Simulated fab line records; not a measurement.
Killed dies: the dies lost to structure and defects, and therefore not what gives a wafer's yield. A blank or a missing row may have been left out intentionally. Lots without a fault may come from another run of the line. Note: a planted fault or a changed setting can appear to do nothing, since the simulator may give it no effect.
fab line records	flow n5-finfet
[record] lots = 7	wafers = 21
route steps=1938 shown BEOL_M1@800 BEOL_M2@882 BEOL_M3@969 BEOL_M4@1040
start-h: hours from the record's first day to the start of the lot's first wafer shown	wait-h: hours since the lot's step before	" identical to the entry in the row above	L1.1+2: several wafers, shown together as one row	- no value present, or no start provided	* or withheld: withheld	< > ~ a bound
route shown NAME@n: a module of which the file shows steps, and the number in the route of the first	usual: mean/standard deviation of fault-free wafers	same: alike in all rows	chamber/n: place in a boat	sites: readings site by site	_std_site: standard deviation across them	_edge_site: inner sites' mean taken away from outer sites' mean	radius-mm: for every site, how far away it sits from the centre of the wafer	mask NAME#n: copy n	behind: the tool/chamber that last shaped the wafer	hold: why the lot went on hold/how many hours it stayed there/how the hold came to an end	device: whichever transistor did not switch (one of n, p or np)	end of line: the same wafers' tests at the end of the route	a step with no rows: only its recipe	killed: dies lost to structure and defects at the first sort, not the wafer's yield	map: a wafer's dies, marking killed ones x, the rest . and places with no die _
set.NAME: the setting the step ran with; set.NAME@STEP: the setting that earlier step ran with	model.NAME: the simulator's own value behind a step, which no gauge read
lots run with intentionally changed settings; tables by step, rows by wafer
[[steps]]
[step N5_BEOL_M1_TRENCH_ETCH_37]
[recipe] chemistry = C4F6/O2	target-depth-a = 552.07	target = SiOC	time-s = 29	ion-energy-ev = 250	pressure-mtorr = 30	source-w = 355	bias-w = 185	Ar_flow_sccm = 300	C4F6_flow_sccm = 10	O2_flow_sccm = 10
lot.wafer	tool	chamber	start-h	wait-h	set.time-s	model.etch.depth-nm	model.BEOL_M1.feature-depth-nm
L074.1	rie-diel-03	1	-	-	29	55.49	55.4
L074.2	"	0	"	"	29	56.38	56.4
L074.5	"	3	"	"	29	55.34	55.4
L078.1	rie-diel-03	2	-	-	29	56.03	56
L078.3	"	3	"	"	29	54.45	54.4
L078.6	"	3	"	"	23.65	44.4	44.4
L080.1	rie-diel-03	3	-	-	29	54.76	54.8
L080.4	"	1	"	"	29	55.18	55.2
L080.5	"	2	"	"	29	55.8	55.8
L083.3	rie-diel-01	1	-	-	35.21	68.46	68.4
L083.5	"	3	"	"	29	53.69	53.6
L083.6	"	2	"	"	35.21	68.19	68.2
L085.1	rie-diel-01	3	-	-	29	54.47	54.4
L085.5	"	2	"	"	29	57.72	57.8
L085.6	"	1	"	"	29	57.31	57.4
L088.2	rie-diel-03	3	-	-	29	55.33	55.4
L088.5	"	0	"	"	29	55.07	55
L088.6	"	1	"	"	29	55.02	55
L097.1	rie-diel-03	3	-	-	29	53.76	53.8
L097.2	"	0	"	"	30.96	58.38	58.4
L097.6	"	0	"	"	30.96	58.42	58.4
[step N5_BEOL_M1_ETCH_41]
[recipe] chemistry = CH3F/O2	target = SiCN	target-depth-a = 319	taper-deg = 2	time-s = 57.8	ion-energy-ev = 120	mask-material = TiN	pressure-mtorr = 30	source-w = 395	bias-w = 75	Ar_flow_sccm = 150	CH3F_flow_sccm = 30	O2_flow_sccm = 20
[step N5_BEOL_M1_STRIP_97]
[recipe] chemistry = N2/H2	time-s = 10	power-w = 450	temp-c = 40	pressure-mtorr = 20	rf-frequency-hz = 6e+07	bias-power-w = 7	n2-flow-sccm = 200	h2-flow-sccm = 200
[step N5_BEOL_M1_OCD_MEAS_38]
[usual] trench-depth-nm = 55.2/1.2
lot.wafer	tool	chamber	start-h	wait-h	set.time-s@BEOL_M1_TRENCH_ETCH_37	trench-depth-nm
L074.1	ocd-02	-	126.27	-	29	55.6
L074.2	"	-	"	"	29	57.0
L074.5	"	-	"	"	29	55.2
L078.1	ocd-01	-	155.25	-	29	55.8
L078.3	"	-	"	"	29	54.8
L078.6	"	-	"	"	23.65	44.2
L080.1	ocd-02	-	165.01	-	29	55.2
L080.4	"	-	"	"	29	54.4
L080.5	"	-	"	"	29	56.0
L083.3	ocd-02	-	186.66	-	35.21	68.6
L083.5	"	-	"	"	29	53.3
L083.6	"	-	"	"	35.21	67.9
L085.1	ocd-02	-	189.77	-	29	55.0
L085.5	"	-	"	"	29	57.3
L085.6	"	-	"	"	29	57.3
L088.2	ocd-02	-	220.90	-	29	55.3
L088.5	"	-	"	"	29	55.2
L088.6	"	-	"	"	29	55.5
L097.1	ocd-01	-	267.59	-	29	53.7
L097.2	"	-	"	"	30.96	58.2
L097.6	"	-	"	"	30.96	58.5
[step N5_BEOL_M2_ALD_98]
[recipe] material = SiO2	target-thk-a = 25	temp-c = 100	ald-precursor-family = BDEAS	ald-co-reactant = O2-plasma	pulse-time-s = 1	co-reactant-pulse-time-s = 1	purge-time-s = 2	co-reactant-purge-time-s = 2	ald-cycles = 17	pressure-torr = 2
lot.wafer	tool	chamber	start-h	wait-h	set.ald-cycles	model.SiO2_of_BEOL_M2_ALD_98.thk-nm
L074.1+2+5	ald-sin-04	1,2,0	132.30	0.1	17	2.4
L078.1	ald-sin-01	1	164.65	0.1	20	3
L078.3+6	"	3,2	"	"	17	2.4
L080.1	ald-sin-04	0	171.36	0.2	18	2.6
L080.4	"	3	"	"	17	2.6
L080.5	"	2	"	"	17	2.4
L083.3	ald-sin-01	2	196.27	1.0	17	2.6
L083.5	"	3	"	"	17	2.4
L083.6	"	0	"	"	18	2.6
L085.1+6	ald-sin-01	2	196.37	0.3	17	2.4
L085.5	"	1	"	"	19	2.8
L088.2	ald-sin-04	1	231.18	0.3	19	2.8
L088.5+6	"	2,1	"	"	17	2.4
L097.1	ald-sin-03	0	277.15	1.5	14	2
L097.2+6	"	2,1	"	"	17	2.6
[step N5_BEOL_M2_SPUTTER_92]
[recipe] material = Cu	target-thk-a = 45	temp-c = -20	chamber-pressure-pa = 0.07	power-w = withheld	time-s = 8.29
lot.wafer	tool	chamber	start-h	wait-h	set.time-s	model.Cu_of_BEOL_M2_SPUTTER_92.thk-nm
L074.1+2+5	pvd-sputter-03	-	150.06	0.1	8.29	4.4
L078.1+6	pvd-sputter-03	-	171.41	0.1	8.29	4.6
L078.3	"	-	"	"	8.29	4.4
L080.1	pvd-sputter-01	-	182.80	0.1	8.29	4.4
L080.4	"	-	"	"	8.29	4.2
L080.5	"	-	"	"	8.979	4.8
L083.3	pvd-sputter-01	-	204.92	0.1	8.29	4.4
L083.5+6	"	-	"	"	9.034	-
L085.1	pvd-sputter-02	-	206.25	0.1	8.29	4.6
L085.5	"	-	"	"	9.275	4.8
L085.6	"	-	"	"	8.29	4.4
L088.2+5	pvd-sputter-01	-	237.50	0.1	8.29	4.6
L088.6	"	-	"	"	8.29	4.4
L097.1	pvd-sputter-02	-	285.61	0.1	7.071	-
L097.2	"	-	"	"	8.29	4.2
L097.6	"	-	"	"	7.071	3.6
[step N5_BEOL_M3_DESCUM_33]
[recipe] chemistry = O2	time-s = 7	source-power-w = 50	bias-power-w = 20	pressure-mtorr = 20	rf-frequency-hz = 2.712e+07	temp-c = 40	resist = CAR-EUV	o2-flow-sccm = 225
lot.wafer	tool	chamber	start-h	wait-h	set.time-s	model.CAR-EUV_of_BEOL_M3_COAT_22.thk-nm
L074.1	rie-diel-01	1	153.79	0.0	7	26
L074.2+5	"	3,2	"	"	7	26.2
L078.1	rie-diel-01	0	175.40	0.0	7	26.2
L078.3+6	"	2,3	"	"	8.393	25.4
L080.1+4	rie-diel-03	1,0	188.05	0.0	7	26
L080.5	"	1	"	"	7.485	25.8
L083.3+6	rie-diel-03	2,0	208.31	0.0	7	26.2
L083.5	"	3	"	"	7	26
L085.1	rie-diel-04	2	211.12	0.0	7	26
L085.5+6	"	0,1	"	"	5.661	26.6
L088.2	rie-diel-04	1	242.72	0.0	6.451	26.4
L088.5	"	3	"	"	6.451	26.6
L088.6	"	2	"	"	7	26.2
L097.1+2+6	rie-diel-03	0,1,0	290.15	0.1	7	26
[step N5_BEOL_M3_TRENCH_ETCH_37]
[recipe] chemistry = C4F6/O2	target-depth-a = 555.55	target = SiOC	time-s = 29.2	ion-energy-ev = 250	pressure-mtorr = 30	source-w = 355	bias-w = 185	Ar_flow_sccm = 300	C4F6_flow_sccm = 10	O2_flow_sccm = 10
[usual] rf-vpp-V = 672/20
lot.wafer	tool	chamber	start-h	wait-h	set.bias-w	rf-vpp-V
L074.1	rie-diel-04	3	-	-	185	691
L074.2	"	1	"	"	185	675
L074.5	"	0	"	"	185	634
L078.1	rie-diel-01	2	-	-	185	664
L078.3	"	1	"	"	213.8	758
L078.6	"	0	"	"	185	700
L080.1	rie-diel-01	2	-	-	185	665
L080.4	"	3	"	"	172.5	615
L080.5	"	2	"	"	172.5	629
L083.3	rie-diel-01	0	-	-	157.2	614
L083.5	"	1	"	"	185	676
L083.6	"	2	"	"	157.2	584
L085.1	rie-diel-03	2	-	-	185	691
L085.5	"	0	"	"	153.5	600
L085.6	"	1	"	"	185	673
L088.2	rie-diel-01	3	-	-	156.1	570
L088.5	"	3	"	"	185	651
L088.6	"	2	"	"	156.1	579
L097.1	rie-diel-01	2	-	-	161.6	597
L097.2	"	3	"	"	161.6	586
L097.6	"	0	"	"	161.6	628
[step N5_BEOL_M4_ETCH_64]
[recipe] chemistry = N2/H2	target = SOC	target-depth-a = 750	overetch-a = 225	mask-material = SiARC	temp-c = 40	time-s = 121.9	ion-energy-ev = 200	pressure-mtorr = 30	source-w = 840	bias-w = 150	n2-flow-sccm = 200	h2-flow-sccm = 200
lot.wafer	tool	chamber	start-h	wait-h	set.time-s
L074.1+2+5	rie-diel-02	1,0,0	170.64	0.0	121.9
L078.1+6	rie-diel-06	2	183.48	0.0	121.9
L078.3	"	0	"	"	114.5
L080.1	rie-diel-06	2	201.20	0.0	121.9
L080.4+5	"	1,0	"	"	142.4
L083.3+5+6	rie-diel-06	3,2,3	220.23	0.0	121.9
L085.1+5	rie-diel-02	3,0	220.38	0.0	121.9
L085.6	"	1	"	"	138.4
L088.2+5	rie-diel-05	1,2	259.12	0.0	133.3
L088.6	"	3	"	"	121.9
L097.1	rie-diel-06	2	306.22	0.0	121.9
L097.2+6	"	1,2	"	"	137.2
[step N5_BEOL_M4_STRIP_65]
[recipe] chemistry = N2/H2	temp-c = 40	n2-flow-sccm = 200	h2-flow-sccm = 200	rf-frequency-hz = 6e+07
[step N5_BEOL_M4_STRIP_75]
[recipe] chemistry = N2/H2	temp-c = 40	n2-flow-sccm = 200	h2-flow-sccm = 200	rf-frequency-hz = 6e+07
[step N5_BEOL_M4_STRIP_66]
[recipe] chemistry = CF4	resist = SiARC	power-w = 300	bias-power-w = 75	pressure-mtorr = 50	cf4-flow-sccm = 150	rf-frequency-hz = 6e+07
[step N5_BEOL_M4_HM_OPEN_17]
[recipe] chemistry = Cl2/BCl3	target-depth-a = 200	overetch-a = 60	target = TiN	mask-material = SOC	ion-energy-ev = 150	pressure-mtorr = 10	icp-w = 1000	bias-w = 126	Cl2_flow_sccm = 53.25	bcl3-flow-sccm = 21.75	Ar_flow_sccm = 25
lot.wafer	tool	chamber	start-h	wait-h	set.time-s@BEOL_M4_ETCH_64	model.etch.depth-nm
L074.1	rie-metal-03	0	170.81	0.0	121.9	19.57
L074.2	"	1	"	"	121.9	19.8
L074.5	"	1	"	"	121.9	19.79
L078.1	rie-metal-03	0	183.66	0.0	121.9	19.32
L078.3	"	0	"	"	114.5	19.74
L078.6	"	0	"	"	121.9	19.75
L080.1	rie-metal-03	0	201.37	0.0	121.9	19.33
L080.4	"	1	"	"	142.4	17.66
L080.5	"	1	"	"	142.4	17.59
L083.3	rie-metal-03	1	220.44	0.1	121.9	19.79
L083.5	"	0	"	"	121.9	19.57
L083.6	"	1	"	"	121.9	20.33
L085.1	rie-metal-01	1	220.55	0.0	121.9	19.9
L085.5	"	0	"	"	121.9	19.79
L085.6	"	1	"	"	138.4	18.48
L088.2	rie-metal-02	0	259.29	0.0	133.3	18.8
L088.5	"	1	"	"	133.3	18.95
L088.6	"	0	"	"	121.9	19.9
L097.1	rie-metal-02	0	306.39	0.0	121.9	19.85
L097.2	"	1	"	"	137.2	19.09
L097.6	"	1	"	"	137.2	18.34
[step N5_BEOL_M4_COAT_67]
[recipe] resist = SOC	temp-c = 250	time-s = 60	spin-rpm = 1500	resist-thk-nm = 60
lot.wafer	tool	chamber	start-h	wait-h	set.spin-rpm	model.SOC_of_BEOL_M4_COAT_67.thk-nm
L074.1+5	litho-track-04	0	171.03	0.0	1500	60
L074.2	"	0	"	"	1500	60.2
L078.1+6	litho-track-03	0	183.87	0.0	1658	57
L078.3	"	0	"	"	1500	59.8
L080.1+5	litho-track-01	0	201.59	0.0	1500	60.2
L080.4	"	0	"	"	1500	60
L083.3	litho-track-04	0	220.63	0.0	1347	63.8
L083.5	"	0	"	"	1347	64
L083.6	"	0	"	"	1500	60.4
L085.1+6	litho-track-04	0	220.78	0.0	1556	58.8
L085.5	"	0	"	"	1556	59
L088.2+5	litho-track-03	0	259.51	0.0	1500	60
L088.6	"	0	"	"	1500	59.8
L097.1+6	litho-track-03	0	306.66	0.0	1500	60
L097.2	"	0	"	"	1500	59.8
[step N5_BEOL_M4_COAT_68]
[recipe] resist = SiARC	temp-c = 220	time-s = 60	spin-rpm = 1500	resist-thk-nm = 12
[step N5_BEOL_M4_COAT_76]
[recipe] resist = underlayer	temp-c = 205	time-s = 60	spin-rpm = 1500	resist-thk-nm = 5
[step N5_BEOL_M4_ALD_98]
[recipe] material = SiO2	target-thk-a = 25	temp-c = 100	ald-precursor-family = BDEAS	ald-co-reactant = O2-plasma	pulse-time-s = 1	co-reactant-pulse-time-s = 1	purge-time-s = 2	co-reactant-purge-time-s = 2	ald-cycles = 17	pressure-torr = 2
[step N5_BEOL_M4_ETCHBACK_99]
[recipe] chemistry = CHF3	target = SiO2	target-depth-a = 50	time-s = 10.4	source-w = 215	bias-w = 47	Ar_flow_sccm = 200	CHF3_flow_sccm = 12	ion-energy-ev = 100	pressure-mtorr = 30
[step N5_BEOL_M4_ETCH_70]
[recipe] chemistry = N2/H2	target = SOC	target-depth-a = 800	overetch-a = 240	mask-material = SiARC	temp-c = 40	time-s = 130	ion-energy-ev = 200	pressure-mtorr = 30	source-w = 840	bias-w = 150	n2-flow-sccm = 200	h2-flow-sccm = 200
lot.wafer	tool	chamber	start-h	wait-h	set.spin-rpm@BEOL_M4_COAT_67	model.etch.depth-nm
L074.1	rie-diel-05	1	173.24	0.0	1500	59.91
L074.2	"	3	"	"	1500	60.13
L074.5	"	3	"	"	1500	60.05
L078.1	rie-diel-02	2	195.74	0.0	1658	57.01
L078.3	"	0	"	"	1500	59.89
L078.6	"	1	"	"	1658	56.95
L080.1	rie-diel-02	2	206.11	0.0	1500	60.29
L080.4	"	1	"	"	1500	60.05
L080.5	"	1	"	"	1500	60.18
L083.3	rie-diel-02	2	225.30	0.0	1347	63.75
L083.5	"	3	"	"	1347	64.05
L083.6	"	0	"	"	1500	60.42
L085.1	rie-diel-06	1	229.92	0.0	1556	58.88
L085.5	"	1	"	"	1556	59.07
L085.6	"	0	"	"	1556	58.83
L088.2	rie-diel-02	2	261.25	0.0	1500	59.93
L088.5	"	0	"	"	1500	60.01
L088.6	"	3	"	"	1500	59.8
L097.1	rie-diel-02	2	308.11	0.0	1500	60.1
L097.2	"	0	"	"	1500	59.74
L097.6	"	2	"	"	1500	60.08
[step N5_BEOL_M4_STRIP_71]
[recipe] chemistry = N2/H2	temp-c = 40	n2-flow-sccm = 200	h2-flow-sccm = 200	rf-frequency-hz = 6e+07
[step N5_BEOL_M4_STRIP_78]
[recipe] chemistry = N2/H2	temp-c = 40	n2-flow-sccm = 200	h2-flow-sccm = 200	rf-frequency-hz = 6e+07
[step N5_BEOL_M4_VIA_ETCH_34]
[recipe] chemistry = C4F6/O2	target-depth-a = 694	mask-material = SOC	pressure-mtorr = 15	ion-energy-ev = 250	taper-deg = 4	time-s = 65.9	source-w = 350	bias-w = 170	Ar_flow_sccm = 300	C4F6_flow_sccm = 10	O2_flow_sccm = 10
lot.wafer	tool	chamber	start-h	wait-h	set.spin-rpm@BEOL_M4_COAT_67	model.SOC_of_BEOL_M4_COAT_67.thk-nm
L074.1	rie-diel-05	1	173.35	0.0	1500	51.8
L074.2+5	"	3	"	"	1500	52
L078.1	rie-diel-02	2	195.85	0.0	1658	49
L078.3	"	0	"	"	1500	51.8
L078.6	"	1	"	"	1658	48.8
L080.1	rie-diel-02	2	206.22	0.0	1500	52.2
L080.4	"	1	"	"	1500	51.8
L080.5	"	1	"	"	1500	52
L083.3	rie-diel-02	2	225.41	0.0	1347	55.8
L083.5	"	3	"	"	1347	56.4
L083.6	"	0	"	"	1500	52.4
L085.1	rie-diel-06	1	230.02	0.0	1556	50.8
L085.5	"	1	"	"	1556	51
L085.6	"	0	"	"	1556	50.2
L088.2+6	rie-diel-02	2,3	261.35	0.0	1500	52
L088.5	"	0	"	"	1500	51.8
L097.1	rie-diel-02	2	308.22	0.0	1500	52.2
L097.2	"	0	"	"	1500	51.6
L097.6	"	2	"	"	1500	52
[[key]]
[split] step = N5_BEOL_M1_TRENCH_ETCH_37	setting = time-s	stated = 29	by = wafer
[response] step = N5_BEOL_M1_TRENCH_ETCH_37	reading = model.etch.depth-nm	change = +0.645	per = 1%	r = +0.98
[response] step = N5_BEOL_M1_TRENCH_ETCH_37	reading = model.BEOL_M1.feature-depth-nm	change = +0.645	per = 1%	r = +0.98
[response] step = N5_BEOL_M1_OCD_MEAS_38	reading = trench-depth-nm	change = +0.656	per = 1%	r = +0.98
[split] step = N5_BEOL_M2_ALD_98	setting = ald-cycles	stated = 17	by = wafer
[response] step = N5_BEOL_M2_ALD_98	reading = model.SiO2_of_BEOL_M2_ALD_98.thk-nm	change = +0.0328	per = 1%	r = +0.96
[split] step = N5_BEOL_M2_SPUTTER_92	setting = time-s	stated = 8.29	by = wafer
[response] step = N5_BEOL_M2_SPUTTER_92	reading = model.Cu_of_BEOL_M2_SPUTTER_92.thk-nm	change = +0.0385	per = 1%	r = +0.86
[split] step = N5_BEOL_M3_DESCUM_33	setting = time-s	stated = 7	by = wafer
[response] step = N5_BEOL_M3_DESCUM_33	reading = model.CAR-EUV_of_BEOL_M3_COAT_22.thk-nm	change = -0.0357	per = 1%	r = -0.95
[split] step = N5_BEOL_M3_TRENCH_ETCH_37	setting = bias-w	stated = 185	by = wafer
[response] step = N5_BEOL_M3_TRENCH_ETCH_37	reading = rf-vpp-V	change = +4.99	per = 1%	r = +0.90
[split] step = N5_BEOL_M4_ETCH_64	setting = time-s	stated = 121.9	by = wafer
[response] step = N5_BEOL_M4_HM_OPEN_17	reading = model.etch.depth-nm	change = -0.0966	per = 1%	r = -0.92
[split] step = N5_BEOL_M4_COAT_67	setting = spin-rpm	stated = 1500	by = wafer
[response] step = N5_BEOL_M4_COAT_67	reading = model.SOC_of_BEOL_M4_COAT_67.thk-nm	change = -0.303	per = 1%	r = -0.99
[response] step = N5_BEOL_M4_ETCH_70	reading = model.etch.depth-nm	change = -0.308	per = 1%	r = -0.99
[response] step = N5_BEOL_M4_VIA_ETCH_34	reading = model.SOC_of_BEOL_M4_COAT_67.thk-nm	change = -0.318	per = 1%	r = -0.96
